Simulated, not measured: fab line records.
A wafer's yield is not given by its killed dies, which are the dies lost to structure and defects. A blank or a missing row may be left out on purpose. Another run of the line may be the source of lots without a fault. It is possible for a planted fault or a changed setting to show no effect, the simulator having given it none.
Commonality check across tools    flow nand harc    Lots sampled 5, wafers sampled 15

THE REASON FOR OPENING IT
At NHARC_END_SORT_01 the reading killed at array is flagged on 2 of 5 lots. Fault-free wafers read 26, with a standard deviation of 11.
Rule: a lot gets a flag if all its wafers with a number sit over 4 standard deviations from that mean, or if no wafer of it has a number. The other lots count as sound.

lot   measured      on         killed at array, wafer by wafer  flag
L385  day 23 00:50  prober-02  22 10 12                         
L391  day 23 10:12  prober-01  37 16 31                         
L390  day 24 01:52  prober-01  32 26 22                         
L395  day 24 15:47  prober-01  674 675 673                      FLAGGED
L394  day 24 23:32  prober-01  673 675 674                      FLAGGED
The numbers of the flagged lots are 674 on average: +648 against the usual, or +59 standard deviations.

TOOL THAT RAN EACH LOT
4 process steps preceding the reading are held in the record, out of 1159 steps in the route. In each cell: the tool, then ch and the chambers that the sampled wafers went through, then the start.
lot   flag     NHARC_A_STAIRCASE_DEP_259      NHARC_A_STAIRCASE_DESCUM_291        NHARC_A_STAIRCASE_ETCH_313          NHARC_A_STAIRCASE_ALD_420
L385           pecvd-02 ch 0,2, day 12 12:55  rie diel-01 ch 1,2,3, day 12 13:59  rie diel-01 ch 0,3, day 12 19:07    ald hk-04 ch 0,1, day 13 03:40
L391           pecvd-04 ch 0,2, day 14 08:07  rie diel-06 ch 1,2,3, day 14 09:05  rie diel-13 ch 0,2,3, day 14 15:09  ald hk-04 ch 2,3, day 15 00:29
L390           pecvd-02 ch 0,1, day 14 09:49  rie diel-06 ch 0,1,3, day 14 10:38  rie diel-01 ch 0,2,3, day 14 17:50  ald hk-02 ch 2,3, day 15 00:02
L395  FLAGGED  pecvd-04 ch 1,2, day 15 01:51  rie diel-13 ch 0,3, day 15 02:49    rie diel-06 ch 1,2,3, day 15 09:20  ald hk-01 ch 0,2,3, day 15 17:37
L394  FLAGGED  pecvd-01 ch 1,2, day 15 01:26  rie diel-01 ch 0,2,3, day 15 02:25  rie diel-06 ch 0,1, day 15 07:54    ald hk-01 ch 0,1,3, day 15 14:11
What is done by these steps:
- NHARC_A_STAIRCASE_DEP_259: deposits SiON, target thk 30 nm.
- NHARC_A_STAIRCASE_DESCUM_291: chemistry O2, time 3 s.
- NHARC_A_STAIRCASE_ETCH_313: etches the open film in CF4/CHF3.
- NHARC_A_STAIRCASE_ALD_420: deposits SiO2, target thk 20 nm, pulse time 6 s, ald cycles 200.
- NHARC_END_SORT_01

FLAGGED AGAINST TOTAL, ONE TOOL AT A TIME (gauges that did the reading follow at the end)
step                          tool         lots run  flagged  share of the flagged lots  sound lots run after its first flagged lot
NHARC_A_STAIRCASE_DEP_259     pecvd-01     1         1        some                       0
NHARC_A_STAIRCASE_DEP_259     pecvd-02     2         0        none                       -
NHARC_A_STAIRCASE_DEP_259     pecvd-04     2         1        some                       0
NHARC_A_STAIRCASE_DESCUM_291  rie diel-01  2         1        some                       0
NHARC_A_STAIRCASE_DESCUM_291  rie diel-06  2         0        none                       -
NHARC_A_STAIRCASE_DESCUM_291  rie diel-13  1         1        some                       0
NHARC_A_STAIRCASE_ETCH_313    rie diel-01  2         0        none                       -
NHARC_A_STAIRCASE_ETCH_313    rie diel-06  2         2        all                        0
NHARC_A_STAIRCASE_ETCH_313    rie diel-13  1         0        none                       -
NHARC_A_STAIRCASE_ALD_420     ald hk-01    2         2        all                        0
NHARC_A_STAIRCASE_ALD_420     ald hk-02    1         0        none                       -
NHARC_A_STAIRCASE_ALD_420     ald hk-04    2         0        none                       -
NHARC_END_SORT_01             prober-01    4         2        all                        0
NHARC_END_SORT_01             prober-02    1         0        none                       -

WHAT THE TABLE ALLOWS
Rows of the table that ran every flagged lot, 3 in all: rie diel-06 at NHARC_A_STAIRCASE_ETCH_313, ald hk-01 at NHARC_A_STAIRCASE_ALD_420, prober-01 at NHARC_END_SORT_01.
- rie diel-06 at NHARC_A_STAIRCASE_ETCH_313 ran 2 lots, 2 of them flagged. Because this sample shows no sound lot run on it before its first flagged lot, the start cannot be pinned down more closely.
- ald hk-01 at NHARC_A_STAIRCASE_ALD_420 ran 2 lots, 2 of them flagged. Because this sample shows no sound lot run on it before its first flagged lot, the start cannot be pinned down more closely.
- prober-01 at NHARC_END_SORT_01 ran 4 lots, 2 of them flagged. A fault beginning between L390 (day 24 01:52), its last sound lot, and L395 (day 24 15:47), its first flagged one, fits the data.
These 3 tools cannot be told apart by counting lots, since each of them fits a fault that started at some hour. More lots, or a look at what each step does to the wafer, might.

WHAT THE SIMULATOR HAD INSERTED
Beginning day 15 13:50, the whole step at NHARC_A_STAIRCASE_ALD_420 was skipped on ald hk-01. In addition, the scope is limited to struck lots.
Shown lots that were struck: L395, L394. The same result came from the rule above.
